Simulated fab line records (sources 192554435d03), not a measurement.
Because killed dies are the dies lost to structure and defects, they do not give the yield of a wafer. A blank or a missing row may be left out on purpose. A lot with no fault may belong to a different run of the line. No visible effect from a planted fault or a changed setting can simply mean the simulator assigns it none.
Split-lot trial / flow n5 finfet / route with 1938 steps; 7 lots, 39 wafers read

ON THE SPLIT
At N5_BEOL_M4_ILD_DEP_00 (deposits SiOC from DEMS/O2, target thk 79 nm, time 15.3 s), the setting time s was moved away from the recipe's 15.3 s on 15 of the 39 wafers read, by -22.4% to +42.4%. All remaining wafers had this setting at the recipe value.

No step appears in the file between the split and the reading.

THE READING
At N5_BEOL_M4_THK_MEAS_01: M4_ILD_THK, given in nm. On this fab line, fault-free wafers typically give 78.7 nm with a standard deviation of 0.98 nm.

wafer=L076.1; tool, chamber at the split=pecvd-03, 2; time s as run, s=21.5; against the recipe=+40.5%; M4_ILD_THK, nm=108.3; against lot-mates on the recipe=+30.0
wafer=L076.2; tool, chamber at the split=pecvd-03, 1; time s as run, s=15.3; against the recipe=recipe; M4_ILD_THK, nm=77.7; against lot-mates on the recipe=-
wafer=L076.3; tool, chamber at the split=pecvd-03, 0; time s as run, s=21.5; against the recipe=+40.5%; M4_ILD_THK, nm=107.8; against lot-mates on the recipe=+29.5
wafer=L076.4; tool, chamber at the split=pecvd-03, 2; time s as run, s=15.3; against the recipe=recipe; M4_ILD_THK, nm=78.9; against lot-mates on the recipe=-
wafer=L076.5; tool, chamber at the split=pecvd-03, 0; time s as run, s=21.5; against the recipe=+40.5%; M4_ILD_THK, nm=110.0; against lot-mates on the recipe=+31.7
wafer=L076.6; tool, chamber at the split=pecvd-03, 1; time s as run, s=15.3; against the recipe=recipe; M4_ILD_THK, nm=78.4; against lot-mates on the recipe=-
wafer=L077.1; tool, chamber at the split=pecvd-01, 1,0; time s as run, s=15.3; against the recipe=recipe; M4_ILD_THK, nm=77.7; against lot-mates on the recipe=-
wafer=L077.2; tool, chamber at the split=pecvd-01, 2; time s as run, s=15.3; against the recipe=recipe; M4_ILD_THK, nm=78.5; against lot-mates on the recipe=-
wafer=L077.3; tool, chamber at the split=pecvd-01, 1,0; time s as run, s=15.3; against the recipe=recipe; M4_ILD_THK, nm=77.7; against lot-mates on the recipe=-
wafer=L077.4; tool, chamber at the split=pecvd-01, 0; time s as run, s=18.4; against the recipe=+20.3%; M4_ILD_THK, nm=95.4; against lot-mates on the recipe=+17.4
wafer=L077.5; tool, chamber at the split=pecvd-01, 2; time s as run, s=18.4; against the recipe=+20.3%; M4_ILD_THK, nm=94.7; against lot-mates on the recipe=+16.7
wafer=L077.6; tool, chamber at the split=pecvd-01, 1; time s as run, s=18.4; against the recipe=+20.3%; M4_ILD_THK, nm=94.1; against lot-mates on the recipe=+16.1
wafer=L079.1; tool, chamber at the split=pecvd-03, 2; time s as run, s=15.3; against the recipe=recipe; M4_ILD_THK, nm=78.4; against lot-mates on the recipe=-
wafer=L079.2; tool, chamber at the split=pecvd-03, 0; time s as run, s=15.3; against the recipe=recipe; M4_ILD_THK, nm=77.8; against lot-mates on the recipe=-
wafer=L079.3; tool, chamber at the split=pecvd-03, 1; time s as run, s=15.3; against the recipe=recipe; M4_ILD_THK, nm=78.2; against lot-mates on the recipe=-
wafer=L079.4; tool, chamber at the split=pecvd-03, 2,1; time s as run, s=15.3; against the recipe=recipe; M4_ILD_THK, nm=79.5; against lot-mates on the recipe=-
wafer=L079.5; tool, chamber at the split=pecvd-03, 2,1; time s as run, s=15.3; against the recipe=recipe; M4_ILD_THK, nm=79.4; against lot-mates on the recipe=-
wafer=L079.6; tool, chamber at the split=pecvd-03, 0; time s as run, s=15.3; against the recipe=recipe; M4_ILD_THK, nm=79.3; against lot-mates on the recipe=-
wafer=L080.1; tool, chamber at the split=pecvd-03, 2; time s as run, s=15.3; against the recipe=recipe; M4_ILD_THK, nm=77.7; against lot-mates on the recipe=-
wafer=L080.2; tool, chamber at the split=pecvd-03, 1; time s as run, s=11.87; against the recipe=-22.4%; M4_ILD_THK, nm=60.4; against lot-mates on the recipe=-18.0
wafer=L080.3; tool, chamber at the split=pecvd-03, 0; time s as run, s=11.87; against the recipe=-22.4%; M4_ILD_THK, nm=59.9; against lot-mates on the recipe=-18.5
wafer=L080.4; tool, chamber at the split=pecvd-03, 2; time s as run, s=11.87; against the recipe=-22.4%; M4_ILD_THK, nm=61.2; against lot-mates on the recipe=-17.2
wafer=L080.5; tool, chamber at the split=pecvd-03, 0; time s as run, s=15.3; against the recipe=recipe; M4_ILD_THK, nm=78.4; against lot-mates on the recipe=-
wafer=L080.6; tool, chamber at the split=pecvd-03, 1; time s as run, s=15.3; against the recipe=recipe; M4_ILD_THK, nm=79.1; against lot-mates on the recipe=-
wafer=L085.1; tool, chamber at the split=pecvd-01, 1; time s as run, s=15.3; against the recipe=recipe; M4_ILD_THK, nm=77.8; against lot-mates on the recipe=-
wafer=L085.2; tool, chamber at the split=pecvd-01, 2; time s as run, s=11.89; against the recipe=-22.3%; M4_ILD_THK, nm=61.6; against lot-mates on the recipe=-17.4
wafer=L085.3; tool, chamber at the split=pecvd-01, 0; time s as run, s=11.89; against the recipe=-22.3%; M4_ILD_THK, nm=60.9; against lot-mates on the recipe=-18.1
wafer=L085.4; tool, chamber at the split=pecvd-01, 0; time s as run, s=11.89; against the recipe=-22.3%; M4_ILD_THK, nm=62.0; against lot-mates on the recipe=-17.0
wafer=L085.5; tool, chamber at the split=pecvd-01, 1; time s as run, s=15.3; against the recipe=recipe; M4_ILD_THK, nm=79.0; against lot-mates on the recipe=-
wafer=L085.6; tool, chamber at the split=pecvd-01, 2; time s as run, s=15.3; against the recipe=recipe; M4_ILD_THK, nm=80.1; against lot-mates on the recipe=-
wafer=L086.1; tool, chamber at the split=pecvd-04, 0; time s as run, s=21.78; against the recipe=+42.4%; M4_ILD_THK, nm=109.6; against lot-mates on the recipe=+31.5
wafer=L086.2; tool, chamber at the split=pecvd-04, 1; time s as run, s=15.3; against the recipe=recipe; M4_ILD_THK, nm=78.5; against lot-mates on the recipe=-
wafer=L086.3; tool, chamber at the split=pecvd-04, 2; time s as run, s=21.78; against the recipe=+42.4%; M4_ILD_THK, nm=109.8; against lot-mates on the recipe=+31.7
wafer=L086.4; tool, chamber at the split=pecvd-04, 2; time s as run, s=15.3; against the recipe=recipe; M4_ILD_THK, nm=78.4; against lot-mates on the recipe=-
wafer=L086.5; tool, chamber at the split=pecvd-04, 1; time s as run, s=21.78; against the recipe=+42.4%; M4_ILD_THK, nm=112.4; against lot-mates on the recipe=+34.3
wafer=L086.6; tool, chamber at the split=pecvd-04, 0; time s as run, s=15.3; against the recipe=recipe; M4_ILD_THK, nm=77.3; against lot-mates on the recipe=-
wafer=L094.2; tool, chamber at the split=pecvd-03, 2; time s as run, s=15.3; against the recipe=recipe; M4_ILD_THK, nm=78.7; against lot-mates on the recipe=-
wafer=L094.4; tool, chamber at the split=pecvd-03, 2; time s as run, s=15.3; against the recipe=recipe; M4_ILD_THK, nm=78.9; against lot-mates on the recipe=-
wafer=L094.5; tool, chamber at the split=pecvd-03, 0; time s as run, s=15.3; against the recipe=recipe; M4_ILD_THK, nm=78.1; against lot-mates on the recipe=-
When a row names more than one chamber, that row covers several wafers, and the file does not tell which wafer ran in which chamber.

THE FIT
A straight line over all 39 wafers: M4_ILD_THK changes by +0.764 nm for each +1% of time s; r = +1.00; the points scatter about the line by 0.85 nm.
The same after taking each lot's own level away (the mean of its wafers on the recipe; 39 wafers): +0.772 nm for each +1%; r = +1.00; scatter 0.84 nm.
According to that fit, moving time s by its largest amount changes the reading by 33 nm.
Measured against the standard deviation above, the lots' own levels, which go from 77.97 to 78.97 nm, span 1.0 times it.
The two slopes are in agreement: the lot-to-lot level therefore moves the slope only a little.
Check: with one of the wafers moved furthest among these (+42.4%) left out of the fit, the line predicts +32.8 nm for it against its lot-mates. It came out at +31.5 nm against them.

THE WHOLE CHAIN: every reading that the file lists as answering this split, in the file's order
step=N5_BEOL_M4_ILD_DEP_00; what it does=deposits SiOC from DEMS/O2, target thk 79 nm, time 15.3 s; reading=SiOC_of_BEOL_M4_ILD_DEP_00.thk nm (the simulator's own value, which no gauge read); change (the file's fit)=+0.772 nm for each +1% of the setting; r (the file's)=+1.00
step=N5_BEOL_M4_THK_MEAS_01; what it does=; reading=M4_ILD_THK; change (the file's fit)=+0.772 for each +1% of the setting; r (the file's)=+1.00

FILE'S OWN FIT
M4_ILD_THK changes by +0.772 nm for each +1% of time s, r = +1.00.
